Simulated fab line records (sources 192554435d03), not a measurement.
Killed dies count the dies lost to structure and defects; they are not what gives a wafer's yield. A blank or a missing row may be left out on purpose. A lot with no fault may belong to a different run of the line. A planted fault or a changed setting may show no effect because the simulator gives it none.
fab line records + flow n5-finfet
record:
- lots: 6
- wafers: 18
- last-day: 16
route steps=1938 shown HKMG_FIN@415 BEOL_M4@1111 PASSIVATION@1936
lots that met no fault: taken from a fault-free run of the same line
start-h: start of the lot's first displayed wafer, in hours after the record's first day + wait-h: hours since the lot's step before + " identical to the entry in the row above + L1.1+2: one row covering several wafers at once + - no value, or no start was given + * or withheld: withheld + < > ~ a bound
route shown NAME@n: NAME is a module with steps in the file, n the number in the route of the first one + usual: average and standard deviation across the fault-free wafers + same: alike in all rows + chamber/n: place in a boat + sites: the reading at each site + _std_site: standard deviation of those values + _edge_site: the outer-site mean with the inner-site mean subtracted + radius-mm: how far each site lies from the wafer's centre + mask NAME#n: copy n + behind: the last tool/chamber to shape the wafer + hold: cause of the lot's hold/its duration in hours/its outcome + device: the transistor (n, p or np) that didn't switch + end of line: the tests these same wafers got at the end of their route + a step without rows: its recipe alone + killed: the dies lost at the first sort to structure and to defects; this is not the yield of the wafer + map: a wafer's dies, x killed, . not, _ none there
set.NAME: the run value of the setting; set.NAME@STEP: its run value at that earlier step + model.NAME: the simulator's own value behind a step, which no gauge read
a table for each step, a row for each wafer; lots at some steps of the route
services: the hour from which a tool's chamber was out of use, counted from the record's first day as start-h (under 0 if before that day), plus the number of hours and why
== steps ==
step: N5_HKMG_FIN_PRECLEAN_64
recipe:
- chemistry: dHF
- time-s: 30
- temp-c: 25
- dilution: withheld
step: N5_HKMG_FIN_WET_ETCH_65
recipe:
- chemistry: TMAH
- temp-c: 70
- conc-wt-pct: 5
- target: a-Si
- stop-on: TiN
- time-s: 49
- target-depth-nm: 3
step: N5_HKMG_FIN_WET_ETCH_81
recipe:
- chemistry: SC1
- target: TiN
- stop-on: HfO2
- mix: 1:1:5
- temp-c: 60
- time-s: 57
- target-depth-nm: 6
step: N5_HKMG_FIN_WET_ETCH_82
recipe:
- chemistry: dHCl
- mix: 1:10000
- temp-c: 25
- target: La2O3
- stop-on: HfO2
- target-depth-nm: 2
- dry: ipa-marangoni
- rinse-time-s: 30
- rinse-temp-c: 23
step: N5_HKMG_FIN_ALD_36
recipe:
- material: TiN
- target-thk-a: 10
- temp-c: 400
- ald-precursor-family: TiCl4
- ald-co-reactant: NH3
- pulse-time-s: 1
- purge-time-s: 3
- co-reactant-purge-time-s: 2
- co-reactant-pulse-time-s: 2
- ald-cycles: 47
- pressure-torr: 3
usual:
- chamber-pressure-Torr: 3.000/0.0064
- heater-power-w: 876/67
- precursor-pulse-height-rel: 1.001/0.02
| lot.wafer | tool         | chamber | start-h | wait-h | chamber-pressure-Torr | heater-power-w | precursor-pulse-height-rel |
|-----------|--------------|---------|---------|--------|-----------------------|----------------|----------------------------|
| L950.1    | ald-metal-04 | 3       | 73.41   | 0.0    | 2.989                 | 803            | 0.991                      |
| L950.4    | "            | 0       | "       | "      | 2.994                 | 892            | 0.995                      |
| L950.5    | "            | 1       | "       | "      | 2.994                 | 937            | 0.984                      |
| L952.1    | ald-metal-04 | 0       | 86.67   | 0.0    | 3.002                 | 871            | 0.993                      |
| L952.3    | "            | 2       | "       | "      | 2.999                 | 877            | 0.974                      |
| L952.4    | "            | 1       | "       | "      | 3.004                 | 957            | 0.999                      |
| L955.1    | ald-metal-04 | 1       | 105.78  | 0.0    | 3.002                 | 985            | 1.008                      |
| L955.2    | "            | 3       | "       | "      | 3.000                 | 814            | 1.018                      |
| L955.5    | "            | 3       | "       | "      | 3.004                 | 821            | 0.952                      |
| L960.1    | ald-metal-01 | 3       | 137.38  | 0.0    | 3.005                 | 900            | 1.009                      |
| L960.3    | "            | 2       | "       | "      | 2.994                 | 853            | 0.980                      |
| L960.5    | "            | 3       | "       | "      | 3.012                 | 896            | 0.982                      |
| L965.4    | ald-metal-01 | 1       | 180.05  | 0.0    | 3.002                 | 691            | 0.991                      |
| L965.5    | "            | 3       | "       | "      | 2.999                 | 919            | 1.042                      |
| L965.6    | "            | 2       | "       | "      | 2.999                 | 881            | 1.005                      |
| L966.1    | ald-metal-03 | 2       | 180.17  | 0.0    | 3.003                 | 930            | 0.963                      |
| L966.2    | "            | 0       | "       | "      | 3.004                 | 792            | 0.984                      |
| L966.5    | "            | 0       | "       | "      | 3.010                 | 800            | 0.990                      |
step: N5_HKMG_FIN_THK_MEAS_70
recipe:
- thk-meas-gauge: xrf
- reads: HfO2_of_HKMG_FIN_HK_ALD_01
usual:
- HK_THK: 1.613/0.019
| lot.wafer | tool          | chamber | start-h | wait-h | HK_THK[nm] |
|-----------|---------------|---------|---------|--------|------------|
| L950.1    | film-metro-02 | -       | 73.69   | 0.2    | 1.628      |
| L950.4    | "             | -       | "       | "      | 1.631      |
| L950.5    | "             | -       | "       | "      | 1.631      |
| L952.1    | film-metro-02 | -       | 86.95   | 0.2    | 1.597      |
| L952.3    | "             | -       | "       | "      | 1.565      |
| L952.4    | "             | -       | "       | "      | 1.620      |
| L955.1    | film-metro-02 | -       | 106.06  | 0.2    | 1.606      |
| L955.2    | "             | -       | "       | "      | 1.619      |
| L955.5    | "             | -       | "       | "      | 1.643      |
| L960.1    | film-metro-01 | -       | 137.66  | 0.2    | 1.590      |
| L960.3    | "             | -       | "       | "      | 1.606      |
| L960.5    | "             | -       | "       | "      | 1.599      |
| L965.4    | film-metro-01 | -       | 180.34  | 0.2    | 1.624      |
| L965.5    | "             | -       | "       | "      | 1.599      |
| L965.6    | "             | -       | "       | "      | 1.610      |
| L966.1    | film-metro-02 | -       | 180.45  | 0.2    | 1.676      |
| L966.2    | "             | -       | "       | "      | 1.645      |
| L966.5    | "             | -       | "       | "      | 1.616      |
step: N5_HKMG_FIN_PWFM_ALD_03
recipe:
- material: TiN
- target-thk-a: 20
- temp-c: 400
- ald-precursor-family: TiCl4
- ald-co-reactant: NH3
- pulse-time-s: 1
- purge-time-s: 3
- co-reactant-purge-time-s: 2
- co-reactant-pulse-time-s: 2
- ald-cycles: 91
- pressure-torr: 3
usual:
- chamber-pressure-Torr: 3.000/0.0063
- heater-power-w: 871/68
- precursor-pulse-height-rel: 1.002/0.019
| lot.wafer | tool         | chamber | start-h | wait-h | chamber-pressure-Torr | heater-power-w | precursor-pulse-height-rel |
|-----------|--------------|---------|---------|--------|-----------------------|----------------|----------------------------|
| L950.1    | ald-metal-01 | 2       | 73.73   | 0.0    | 2.989                 | 863            | 1.026                      |
| L950.4    | "            | 0       | "       | "      | 3.010                 | 955            | 0.977                      |
| L950.5    | "            | 1       | "       | "      | 2.995                 | 667            | 1.016                      |
| L952.1    | ald-metal-03 | 2       | 86.99   | 0.0    | 3.002                 | 907            | 1.009                      |
| L952.3    | "            | 0       | "       | "      | 2.999                 | 802            | 0.960                      |
| L952.4    | "            | 3       | "       | "      | 2.996                 | 844            | 0.974                      |
| L955.1    | ald-metal-04 | 3       | 106.10  | 0.0    | 2.999                 | 825            | 1.004                      |
| L955.2    | "            | 2       | "       | "      | 3.002                 | 896            | 1.013                      |
| L955.5    | "            | 3       | "       | "      | 3.015                 | 839            | 1.018                      |
| L960.1    | ald-metal-03 | 2       | 137.70  | 0.0    | 2.992                 | 903            | 1.012                      |
| L960.3    | "            | 0       | "       | "      | 2.999                 | 798            | 0.989                      |
| L960.5    | "            | 3       | "       | "      | 3.000                 | 865            | 1.010                      |
| L965.4    | ald-metal-04 | 2       | 180.37  | 0.0    | 2.995                 | 883            | 0.987                      |
| L965.5    | "            | 1       | "       | "      | 3.007                 | 943            | 1.008                      |
| L965.6    | "            | 0       | "       | "      | 3.006                 | 875            | 1.004                      |
| L966.1    | ald-metal-01 | 2       | 180.49  | 0.0    | 3.009                 | 854            | 1.037                      |
| L966.2    | "            | 1       | "       | "      | 2.996                 | 712            | 1.002                      |
| L966.5    | "            | 2       | "       | "      | 3.004                 | 864            | 1.018                      |
step: N5_HKMG_FIN_COAT_29
recipe:
- resist: SOC
- temp-c: 250
- time-s: 60
- spin-rpm: 1500
- resist-thk-nm: 300
step: N5_HKMG_FIN_COAT_30
recipe:
- resist: SiARC
- temp-c: 220
- time-s: 60
- spin-rpm: 1500
- resist-thk-nm: 35
step: N5_HKMG_FIN_COAT_06
recipe:
- resist: CAR-ArF
- spin-rpm: 1500
- resist-thk-nm: 90
step: N5_HKMG_FIN_EBR_08
recipe:
- solvent: PGMEA
- ebr-width-mm: 1.5
step: N5_HKMG_FIN_SOFTBAKE_07
recipe:
- temp-c: 110
- time-s: 60
- resist: CAR-ArF
step: N5_HKMG_FIN_EXPOSE_09
recipe:
- mask-id: NWFM
- na: 1.35
- source-shape: conventional
- sigma-outer: 0.8
- polarization: unpolarized
- dose-mj: 39.25
usual:
- exposure-dose-mJ-cm2: 39.21/0.039
same:
- na: 1.35
| lot.wafer | tool            | chamber | start-h | wait-h | mask   | exposure-dose-mJ-cm2 |
|-----------|-----------------|---------|---------|--------|--------|----------------------|
| L950.1    | arfi-scanner-03 | 0       | 74.44   | -      | NWFM#0 | 39.22                |
| L950.4    | "               | 0       | "       | "      | NWFM#0 | 39.22                |
| L950.5    | "               | 0       | "       | "      | NWFM#0 | 39.22                |
| L952.1    | arfi-scanner-01 | 0       | 87.58   | -      | NWFM#0 | 39.25                |
| L952.3    | "               | 0       | "       | "      | NWFM#0 | 39.23                |
| L952.4    | "               | 0       | "       | "      | NWFM#0 | 39.23                |
| L955.1    | arfi-scanner-01 | 0       | 106.68  | -      | NWFM#0 | 35.02                |
| L955.2    | "               | 0       | "       | "      | NWFM#0 | 35.03                |
| L955.5    | "               | 0       | "       | "      | NWFM#0 | 35.02                |
| L960.1    | arfi-scanner-01 | 0       | 138.41  | -      | NWFM#0 | 35.87                |
| L960.3    | "               | 0       | "       | "      | NWFM#0 | 35.82                |
| L960.5    | "               | 0       | "       | "      | NWFM#0 | 35.83                |
| L965.4    | arfi-scanner-03 | 0       | 180.98  | -      | NWFM#0 | 39.23                |
| L965.5    | "               | 0       | "       | "      | NWFM#0 | 39.18                |
| L965.6    | "               | 0       | "       | "      | NWFM#0 | 39.20                |
| L966.1    | arfi-scanner-02 | 0       | 181.21  | -      | NWFM#0 | 39.17                |
| L966.2    | "               | 0       | "       | "      | NWFM#0 | 39.20                |
| L966.5    | "               | 0       | "       | "      | NWFM#0 | 39.15                |
step: N5_HKMG_FIN_PEB_10
recipe:
- peb-temp-c: withheld
- peb-time-s: 60
- resist: CAR-ArF
step: N5_HKMG_FIN_DEVELOP_11
recipe:
- develop-time-s: 30
- developer: TMAH
- resist: CAR-ArF
- dev-temp-c: 23
- rinse-liquid: diw
- dry: air-spin
step: N5_HKMG_FIN_CD_MEAS_12
recipe:
- target-cd-nm: 92.8
- landing-energy-ev: 500
- detector: se-inlens
usual:
- cd-nm: 92.8/0.62
same:
- landing-energy-ev: 500
| lot.wafer | tool      | chamber | start-h | wait-h | cd-nm |
|-----------|-----------|---------|---------|--------|-------|
| L950.1    | cd-sem-03 | 0       | 74.57   | -      | 93.2  |
| L950.4    | "         | 0       | "       | "      | 93.1  |
| L950.5    | "         | 0       | "       | "      | 93.0  |
| L952.1    | cd-sem-02 | 0       | 87.70   | -      | 92.4  |
| L952.3    | "         | 0       | "       | "      | 93.2  |
| L952.4    | "         | 0       | "       | "      | 91.9  |
| L955.1    | cd-sem-01 | 0       | 106.81  | -      | 85.1  |
| L955.2    | "         | 0       | "       | "      | 84.9  |
| L955.5    | "         | 0       | "       | "      | 86.3  |
| L960.1    | cd-sem-03 | 0       | 138.54  | -      | 86.5  |
| L960.3    | "         | 0       | "       | "      | 86.7  |
| L960.5    | "         | 0       | "       | "      | 86.4  |
| L965.4    | cd-sem-01 | 0       | 181.09  | -      | 93.5  |
| L965.5    | "         | 0       | "       | "      | 93.7  |
| L965.6    | "         | 0       | "       | "      | 92.9  |
| L966.1    | cd-sem-02 | 0       | 181.33  | -      | 92.5  |
| L966.2    | "         | 0       | "       | "      | 92.6  |
| L966.5    | "         | 0       | "       | "      | 91.7  |
step: N5_HKMG_FIN_OVL_MEAS_13
recipe:
- points-per-wafer: 44
usual:
- NWFM_OVL: -0.2/0.75
| lot.wafer | tool       | chamber | start-h | wait-h | NWFM_OVL[nm] |
|-----------|------------|---------|---------|--------|--------------|
| L950.1    | overlay-01 | 0       | 74.60   | 0.0    | -2.6         |
| L950.4    | "          | 0       | "       | "      | -1.1         |
| L950.5    | "          | 0       | "       | "      | -0.5         |
| L952.1    | overlay-02 | 0       | 87.73   | 0.0    | -0.4         |
| L952.3    | "          | 0       | "       | "      | 0.3          |
| L952.4    | "          | 0       | "       | "      | -0.6         |
| L955.1    | overlay-01 | 0       | 106.84  | 0.0    | 0.0          |
| L955.2    | "          | 0       | "       | "      | 0.9          |
| L955.5    | "          | 0       | "       | "      | 0.6          |
| L960.1    | overlay-02 | 0       | 138.57  | 0.0    | -0.4         |
| L960.3    | "          | 0       | "       | "      | 0.4          |
| L960.5    | "          | 0       | "       | "      | 0.0          |
| L965.4    | overlay-01 | 0       | 181.12  | 0.0    | -1.2         |
| L965.5    | "          | 0       | "       | "      | 1.3          |
| L965.6    | "          | 0       | "       | "      | -0.4         |
| L966.1    | overlay-02 | 0       | 181.36  | 0.0    | 0.9          |
| L966.2    | "          | 0       | "       | "      | -0.5         |
| L966.5    | "          | 0       | "       | "      | 0.2          |
step: N5_BEOL_M4_RC_MEAS_101
usual:
- DIBL_N: 37.2/2.1
- DIBL_P: 37.3/2.3
- IOFF_N: 0.18/0.041
- IOFF_P: 0.24/0.042
- ION_N: 680/13
- ION_P: 466/7.7
- SS_N: 71.8/0.68
- SS_P: 73.5/0.66
- VT_N: 249/3.6
- VT_P: -248/3.4
| lot.wafer | tool      | chamber | start-h | wait-h | DIBL_N[mV/V] | DIBL_P[mV/V] | IOFF_N[nA/um] | IOFF_P[nA/um] | ION_N[uA/um] | ION_P[uA/um] | SS_N[mV/dec] | SS_P[mV/dec] | VT_N[mV] | VT_P[mV] |
|-----------|-----------|---------|---------|--------|--------------|--------------|---------------|---------------|--------------|--------------|--------------|--------------|----------|----------|
| L950.1    | prober-02 | 0       | 175.95  | 0.0    | 40.5         | 41.3         | 0.23          | 0.31          | 683          | 466          | 72.5         | 74.0         | 246      | -246     |
| L950.4    | "         | 0       | "       | "      | 37.9         | 37.6         | 0.18          | 0.23          | 689          | 467          | 71.7         | 73.4         | 251      | -248     |
| L950.5    | "         | 0       | "       | "      | 39.8         | 39.2         | 0.22          | 0.26          | 676          | 460          | 71.9         | 73.7         | 245      | -248     |
| L952.1    | prober-01 | 0       | 181.95  | 0.0    | 40.3         | 40.1         | 0.26          | 0.28          | 702          | 470          | 72.7         | 74.2         | 243      | -248     |
| L952.3    | "         | 0       | "       | "      | 36.7         | 35.7         | 0.17          | 0.21          | 686          | 464          | 71.6         | 73.6         | 249      | -251     |
| L952.4    | "         | 0       | "       | "      | 37.9         | 37.0         | 0.20          | 0.22          | 689          | 463          | 72.1         | 74.0         | 247      | -251     |
| L955.1    | prober-02 | 0       | 204.82  | 0.0    | 38.8         | 39.1         | 0.24          | 0.31          | 688          | 481          | 72.7         | 74.5         | 241      | -241     |
| L955.2    | "         | 0       | "       | "      | 36.3         | 36.9         | 0.18          | 0.26          | 681          | 472          | 71.4         | 73.7         | 246      | -245     |
| L955.5    | "         | 0       | "       | "      | 36.4         | 35.6         | 0.18          | 0.24          | 674          | 469          | 72.4         | 73.9         | 248      | -246     |
| L960.1    | prober-02 | 0       | 232.34  | 0.0    | 36.4         | 36.4         | 0.16          | 0.25          | 669          | 468          | 70.7         | 73.4         | 248      | -244     |
| L960.3    | "         | 0       | "       | "      | 38.1         | 37.9         | 0.21          | 0.28          | 686          | 469          | 71.7         | 74.1         | 246      | -243     |
| L960.5    | "         | 0       | "       | "      | 37.6         | 37.0         | 0.20          | 0.27          | 689          | 472          | 71.3         | 72.9         | 245      | -243     |
| L965.4    | prober-02 | 0       | 261.56  | 0.5    | 36.4         | 36.4         | 0.15          | 0.17          | 666          | 453          | 71.2         | 73.0         | 249      | -256     |
| L965.5    | "         | 0       | "       | "      | 36.9         | 37.7         | 0.15          | 0.19          | 664          | 446          | 71.6         | 73.6         | 250      | -255     |
| L965.6    | "         | 0       | "       | "      | 36.3         | 37.3         | 0.15          | 0.19          | 667          | 451          | 71.4         | 73.2         | 250      | -254     |
| L966.1    | prober-02 | 0       | 270.93  | 0.0    | 36.5         | 38.3         | 0.18          | 0.26          | 693          | 477          | 71.9         | 73.7         | 248      | -245     |
| L966.2    | "         | 0       | "       | "      | 36.5         | 37.6         | 0.17          | 0.24          | 688          | 483          | 71.8         | 73.5         | 248      | -247     |
| L966.5    | "         | 0       | "       | "      | 40.1         | 42.2         | 0.26          | 0.34          | 710          | 488          | 73.0         | 75.3         | 243      | -243     |
step: N5_PASSIVATION_PROBE_49
usual:
- defect-limited-yield: 91.0/1.6
- killed_at_M0_to_M3: 35/11
- killed_at_M4_up: 14/5.3
- killed-at-contacts: 13/6.7
- killed-at-front-end: 41/12
- killed-at-other: 3.9/2.7
- killed-dies: 106/19
- killed-on-rim: 14/4
- killed-open: 70/14
- killed-short: 35/8.8
- sort_bin_4_leakage: 0.01/0.058
- sort_bin_5_function: 5.3/1
- sort_bin_6_memory: 3.3/0.81
- sort-n-pass: 1073/19
- sort-yield-pct: 91.0/1.6
same:
- gross-dies: 1180
- killed-at-back-side: 0
- sort_bin_8_speed[%]: 0
| lot.wafer | tool      | chamber | start-h | wait-h | defect-limited-yield[%] | killed_at_M0_to_M3 | killed_at_M4_up | killed-at-contacts | killed-at-front-end | killed-at-other | killed-dies | killed-on-rim | killed-open | killed-short | sort_bin_4_leakage[%] | sort_bin_5_function[%] | sort_bin_6_memory[%] | sort-n-pass | sort-yield-pct[%] |
|-----------|-----------|---------|---------|--------|-------------------------|--------------------|-----------------|--------------------|---------------------|-----------------|-------------|---------------|-------------|--------------|-----------------------|------------------------|----------------------|-------------|-------------------|
| L952.1    | prober-02 | -       | 318.50  | 0.0    | 93.0                    | 29                 | 15              | 6                  | 28                  | 5               | 83          | 12            | 45          | 33           | 0                     | 4.0                    | 2.7                  | 1097        | 93.0              |
| L952.3    | prober-02 | -       | 318.60  | 0.1    | 91.2                    | 34                 | 12              | 10                 | 46                  | 2               | 104         | 12            | 74          | 24           | 0                     | 4.8                    | 3.6                  | 1076        | 91.2              |
| L952.4    | prober-02 | -       | 318.65  | 0.2    | 90.0                    | 36                 | 12              | 19                 | 48                  | 3               | 118         | 14            | 74          | 37           | 0                     | 5.8                    | 3.7                  | 1062        | 90.0              |
| L960.1    | prober-01 | -       | 339.96  | 0.0    | 91.9                    | 41                 | 15              | 0                  | 36                  | 4               | 96          | 14            | 67          | 27           | 0                     | 5.0                    | 3.1                  | 1084        | 91.9              |
| L960.3    | prober-01 | -       | 340.06  | 0.1    | 89.7                    | 58                 | 12              | 6                  | 42                  | 4               | 122         | 16            | 85          | 35           | 0                     | 6.9                    | 3.2                  | 1058        | 89.7              |
| L960.5    | prober-01 | -       | 340.16  | 0.2    | 94.9                    | 19                 | 13              | 6                  | 20                  | 2               | 60          | 7             | 39          | 19           | 0                     | 3.6                    | 1.5                  | 1120        | 94.9              |
| L965.4    | prober-02 | -       | 369.79  | 0.2    | 93.6                    | 21                 | 18              | 6                  | 28                  | 3               | 76          | 12            | 47          | 28           | 0                     | 4.2                    | 1.9                  | 1104        | 93.6              |
| L965.5    | prober-02 | -       | 369.84  | 0.2    | 90.9                    | 37                 | 15              | 14                 | 37                  | 4               | 107         | 16            | 67          | 40           | 0                     | 5.3                    | 3.3                  | 1073        | 90.9              |
| L965.6    | prober-02 | -       | 369.89  | 0.3    | 90.6                    | 35                 | 24              | 9                  | 41                  | 2               | 111         | 19            | 76          | 31           | 0                     | 5.4                    | 3.3                  | 1069        | 90.6              |
| L966.1    | prober-01 | -       | 387.68  | 0.0    | 90.4                    | 40                 | 17              | 16                 | 35                  | 5               | 113         | 10            | 63          | 48           | 0                     | 5.9                    | 3.2                  | 1067        | 90.4              |
| L966.2    | prober-01 | -       | 387.73  | 0.1    | 93.1                    | 31                 | 9               | 13                 | 23                  | 5               | 81          | 14            | 57          | 23           | 0                     | 4.1                    | 2.7                  | 1099        | 93.1              |
| L966.5    | prober-01 | -       | 387.88  | 0.2    | 92.8                    | 21                 | 16              | 8                  | 35                  | 5               | 85          | 9             | 59          | 23           | 0.08                  | 3.9                    | 2.6                  | 1094        | 92.7              |
killed by level:class
L952.1 BEOL_M0_SAQP:geometric-particle:short=9 BEOL_M2:geometric-particle:open=7 GATE_CUT:geometric-particle:short=6 STI_FIN_REVEAL:geometric-particle:open=5 BEOL_M4:geometric-particle:open=5 MOL_CONTACT_COAG:geometric-particle:open=4 BEOL_M5:geometric-particle:open=4 GATE_CUT:geometric-particle:open=3
L952.3 GATE_CUT:geometric-particle:open=10 BEOL_M2:geometric-particle:open=10 MOL_CONTACT_COAG:geometric-particle:open=9 BEOL_M5:geometric-particle:open=8 FIN_SAQP:geometric-particle:open=7 STI_FIN_REVEAL:geometric-particle:open=7 BEOL_M1:geometric-particle:open=6 FIN_SAQP:geometric-particle:short=5
L952.4 STI_FIN_REVEAL:geometric-particle:open=14 MOL_CONTACT_COAG:geometric-particle:open=14 BEOL_M0_SAQP:geometric-particle:short=8 GATE_CUT:geometric-particle:short=7 GATE_CUT:geometric-particle:open=6 BEOL_M0_SAQP:geometric-particle:open=6 BEOL_M1:geometric-particle:open=6 BEOL_M2:geometric-particle:open=6
L960.1 FIN_SAQP:geometric-particle:open=17 BEOL_M3:geometric-particle:open=10 BEOL_M0_SAQP:geometric-particle:short=9 BEOL_M0_SAQP:geometric-particle:open=8 BEOL_M4:geometric-particle:open=7 BEOL_M2:geometric-particle:open=5 GATE_CUT:geometric-particle:short=4 FIN_SAQP:geometric-particle:short=3
L960.3 FIN_SAQP:geometric-particle:open=20 BEOL_M0_SAQP:geometric-particle:open=20 BEOL_M0_SAQP:geometric-particle:short=16 BEOL_M1:geometric-particle:open=7 BEOL_M3:geometric-particle:open=6 MOL_CONTACT_COAG:geometric-particle:open=5 FIN_SAQP:geometric-particle:short=4 DUMMY_GATE:geometric-particle:open=3
L960.5 BEOL_M2:geometric-particle:open=5 BEOL_M3:geometric-particle:open=5 MOL_CONTACT_COAG:geometric-particle:open=4 BEOL_M4:geometric-particle:open=4 FIN_SAQP:geometric-particle:short=3 FIN_SAQP:geometric-particle:open=3 STI_FIN_REVEAL:geometric-particle:open=3 GATE_CUT:geometric-particle:short=3
L965.4 BEOL_M4:geometric-particle:open=12 BEOL_M0_SAQP:geometric-particle:short=6 FIN_SAQP:geometric-particle:open=5 MOL_CONTACT_COAG:geometric-particle:open=5 BEOL_M0_SAQP:geometric-particle:open=5 BEOL_M1:geometric-particle:open=5 STARTING-WAFER:geometric-particle:short=5 STI_FIN_REVEAL:geometric-particle:open=4
L965.5 BEOL_M0_SAQP:geometric-particle:open=12 FIN_SAQP:geometric-particle:short=11 FIN_SAQP:geometric-particle:open=10 MOL_CONTACT_COAG:geometric-particle:open=10 BEOL_M0_SAQP:geometric-particle:short=9 STI_FIN_REVEAL:geometric-particle:open=8 BEOL_M1:geometric-particle:open=7 BEOL_M4:geometric-particle:open=6
L965.6 BEOL_M0_SAQP:geometric-particle:short=13 BEOL_M4:geometric-particle:open=13 FIN_SAQP:geometric-particle:open=12 MOL_CONTACT_COAG:geometric-particle:open=9 BEOL_M0_SAQP:geometric-particle:open=8 STI_FIN_REVEAL:geometric-particle:open=8 BEOL_M1:geometric-particle:open=6 FIN_SAQP:geometric-particle:short=5
L966.1 MOL_CONTACT_COAG:geometric-particle:open=10 BEOL_M0_SAQP:geometric-particle:open=10 FIN_SAQP:geometric-particle:short=8 FIN_SAQP:geometric-particle:open=8 BEOL_M0_SAQP:geometric-particle:short=7 MOL_CONTACT_COAG:geometric-particle:short=6 BEOL_M3:geometric-particle:open=6 BEOL_M1:geometric-particle:short=5
L966.2 MOL_CONTACT_COAG:geometric-particle:open=12 BEOL_M0_SAQP:geometric-particle:short=9 STI_FIN_REVEAL:geometric-particle:open=7 BEOL_M3:geometric-particle:open=6 BEOL_M0_SAQP:geometric-particle:open=5 GATE_CUT:geometric-particle:open=4 BEOL_M1:geometric-particle:open=4 FIN_SAQP:geometric-particle:open=3
L966.5 STI_FIN_REVEAL:geometric-particle:open=13 MOL_CONTACT_COAG:geometric-particle:open=8 BEOL_M0_SAQP:geometric-particle:open=8 FIN_SAQP:geometric-particle:open=7 FIN_SAQP:geometric-particle:short=5 BEOL_M2:geometric-particle:open=4 BEOL_M4:geometric-particle:open=4 GATE_CUT:geometric-particle:short=3
== services ==
| tool            | chamber | start-h | hours | kind   |
|-----------------|---------|---------|-------|--------|
| arfi-scanner-03 | -       | 51.53   | 1.3   | pm     |
| arfi-scanner-02 | -       | 59.11   | 6.9   | repair |
| arfi-scanner-02 | -       | 71.06   | 1.3   | pm     |
| arfi-scanner-02 | -       | 74.51   | 1.0   | pm     |
| ald-metal-01    | -       | 77.76   | 0.9   | repair |
| arfi-scanner-03 | -       | 80.61   | 1.1   | repair |
| arfi-scanner-01 | -       | 81.41   | 1.0   | pm     |
| arfi-scanner-02 | -       | 83.02   | 11.3  | repair |
| arfi-scanner-01 | -       | 94.19   | 0.8   | pm     |
| arfi-scanner-03 | -       | 96.27   | 4.9   | pm     |
| arfi-scanner-01 | -       | 100.70  | 1.3   | pm     |
| arfi-scanner-02 | -       | 102.00  | 1.4   | repair |
| arfi-scanner-02 | -       | 106.64  | 6.0   | pm     |
| arfi-scanner-02 | -       | 116.01  | 1.8   | repair |
| arfi-scanner-01 | -       | 124.20  | 1.0   | pm     |
| arfi-scanner-02 | -       | 125.49  | 0.8   | pm     |
| ald-metal-03    | 1       | 133.61  | 13.1  | repair |
| arfi-scanner-03 | -       | 135.80  | 1.0   | pm     |
| ald-metal-03    | 0       | 139.45  | 19.2  | repair |
| arfi-scanner-03 | -       | 140.06  | 0.8   | pm     |
| arfi-scanner-02 | -       | 144.62  | 1.0   | pm     |
| arfi-scanner-01 | -       | 158.49  | 0.9   | repair |
| arfi-scanner-01 | -       | 176.79  | 1.8   | repair |
| arfi-scanner-03 | -       | 177.03  | 1.3   | pm     |
== key ==
first-sign:
- step: N5_HKMG_FIN_EXPOSE_09
- reading: exposure-dose-mJ-cm2
- direction: down
- sigmas: 96
- usual: 39.21
- struck: 35.43
effect:
- step: N5_HKMG_FIN_CD_MEAS_12
- reading: cd-nm
- direction: down
- sigmas: 11
- usual: 92.8
- struck: 86.0
- through: control-loop
met-at N5_HKMG_FIN_EXPOSE_09
struck-wafers L955.1,L955.2,L955.5,L960.1,L960.3,L960.5
loop-trim:
- step: N5_HKMG_FIN_EXPOSE_09
- setting: dose
- lots: L960
onset-between 87.58 106.68
fault:
- kind: process-parameter-drift
- tool: arfi-scanner-01
- chamber: -
- onset-h: 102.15
- steps: N5_HKMG_FIN_EXPOSE_09
- channel: dose-mj
- offset: -4.2027
- shape: step
- acts-in: these-recipes-only
- stated: 39.25
loop-trim: a control loop set the setting to another value than it would have without faults
